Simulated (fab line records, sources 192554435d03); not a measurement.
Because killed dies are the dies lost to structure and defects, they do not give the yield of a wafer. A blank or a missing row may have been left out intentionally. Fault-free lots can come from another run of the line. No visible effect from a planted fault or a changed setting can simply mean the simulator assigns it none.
Matching of chambers | flow n5 finfet | N5_PMOS_HMC_CHANNEL_EPI_STRIP_33 on rie diel-04 has 4 sister chambers
The step strips in N2/H2. 4 wafers are shown with their chamber, then 12 later ones without.

== WAFERS, EACH WITH ITS CHAMBER ==
wafer  | chamber | drypump motor current A (A)
L085.6 | 2       | 5.8
L087.1 | 0       | 5.1
L087.3 | 3       | 5.6
L087.4 | 1       | 5.2

== WAFERS WHOSE CHAMBER IS MISSING ==
wafer  | drypump motor current A (A)
L089.1 | 5.1
L089.5 | 5.6
L089.6 | 5.1
L092.3 | 5.6
L092.4 | 5.1
L092.5 | 5.9
L094.1 | 5.6
L094.2 | 5.9
L094.5 | 5.8
L097.1 | 5.8
L097.3 | 5.2
L097.4 | 5.6

== WHICH CHAMBER EACH WENT THROUGH ==
wafer  | from the rows above | in truth
L089.1 | 0                   | 0
L089.5 | 3                   | 3
L089.6 | 0                   | 0
L092.3 | 3                   | 3
L092.4 | 0                   | 0
L092.5 | 2                   | 2
L094.1 | 3                   | 3
L094.2 | 2                   | 2
L094.5 | 2                   | 2
L097.1 | 2                   | 2
L097.3 | 1                   | 1
L097.4 | 3                   | 3
12 of 12 placed correctly. Number that these rows cannot place: 0. Placed wrongly: 0.
How it was worked out, from the rows above alone: a wafer's distance from a chamber is the root of the sum, over the readings, of the square of ((its reading less the chamber's mean) divided by the reading's scatter). If the next closest chamber is less than 2 further off than the closest, the wafer can't be placed; otherwise it belongs to the closest. The mean given for a chamber averages the wafers shown for that chamber. The scatter: root of mean squared gap, hidden wafer to nearest shown wafer, with one shown wafer a chamber.
